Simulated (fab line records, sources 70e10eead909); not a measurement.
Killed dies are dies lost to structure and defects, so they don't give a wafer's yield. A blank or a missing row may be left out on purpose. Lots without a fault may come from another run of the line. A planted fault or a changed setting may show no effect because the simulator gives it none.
A struck lot beside a sound one | flow nand_harc | 14 steps out of a route of 1302
Sound: wafers L656.1, L656.3, L656.5. Struck: wafers L661.1, L661.2, L661.4. The cause comes at the end.
At each step with rows: each side's tool, then ch and its chambers, then its first start. Under that, the readings that differ: sound wafers | struck wafers | difference of the means | sigmas: that difference in standard deviations of wafers without a fault.
alike: readings whose means differ by less than 2 such deviations, and words and numbers that are the same on both sides. not compared: withheld readings, readings that some wafer has no value for, bounds like >300 that may hide the same value, and numbers for which the record gives no deviation and whose values overlap.
The two part at a step that has a row with sigmas, a row that says differs or no value, or rows on one side only. Numbers that don't overlap but have no deviation are shown without sigmas and don't part them. A reading that every wafer of one side lacks parts them only if that side has two wafers or more.

NHARC_A_STAIRCASE_TRIM_202: chemistry O2, time 211.2 s.
  sound on rie_diel-06 ch 0,1,3; struck on rie_diel-05 ch 0,1,3
  alike: drypump_motor_current_A, o2_flow_sccm, oes_product_au, rf_vpp_V, showerhead_plenum_p_Torr, throttle_valve_pct
  not compared: rf_hours_counter_h
NHARC_A_STAIRCASE_ETCH_203: etches the open film in C4F8/O2, target depth 100 nm, time 40.5 s.
  sound on rie_diel-06 ch 0,2; struck on rie_diel-05 ch 0,1,3
  alike: oes_product_au, rf_vpp_V
  not compared: rf_hours_counter_h
NHARC_A_STAIRCASE_STRIP_205: strips in O2.
  sound on plasma_asher-02 ch 0,1, day 20 13:13; struck on plasma_asher-02 ch 0,1, day 21 12:59
  alike: drypump_motor_current_A, heater_power_w, rf_refl_power_W
  not compared: rf_hours_counter_h
then, 8 steps without rows for these wafers: NHARC_A_STAIRCASE_STRIP_206 (strips in SPM, time 900 s); NHARC_A_STAIRCASE_PRECLEAN_207 (cleans in SC1); NHARC_A_STAIRCASE_SRD_208; NHARC_A_STAIRCASE_DEHYDRATE_209 (time 120 s); NHARC_A_STAIRCASE_HMDS_210 (time 30 s); NHARC_A_STAIRCASE_COAT_211; NHARC_A_STAIRCASE_SOFTBAKE_212 (time 170 s); NHARC_A_STAIRCASE_EBR_213.
NHARC_A_STAIRCASE_EXPOSE_214: exposes mask STAIR 3.
  sound on krf_scanner-03 ch 0, day 20 14:22; struck on krf_scanner-04 ch 0, day 21 14:07
  reading                             | sound             | struck            | difference | sigmas
  model.A_STAIRCASE.overlay_x_nm (nm) | 3.235 3.235 3.235 | 21.47 21.47 21.47 | +18.23     |
  alike: mask
then, 1 step without rows for these wafers: NHARC_A_STAIRCASE_PEB_215 (peb time 130 s).
-- the record jumps here: 9 days lie between the struck wafers' starts before and after (it left off in module A_STAIRCASE and takes up again in module END, whose first step shown is number 1302 of the route) --
NHARC_END_SORT_01:
  sound on prober-02 ch 0, day 29 07:59; struck on prober-02 ch 0, day 30 08:42
  reading     | sound | struck | difference | sigmas
  killed_open | 7     | 1 3 2  | -5         | -3
  alike: killed_at_array, killed_at_other, killed_at_periphery, killed_dies, killed_short

WHERE THEY PART
Only at NHARC_END_SORT_01, within this record.

WHY: what the simulator had put in
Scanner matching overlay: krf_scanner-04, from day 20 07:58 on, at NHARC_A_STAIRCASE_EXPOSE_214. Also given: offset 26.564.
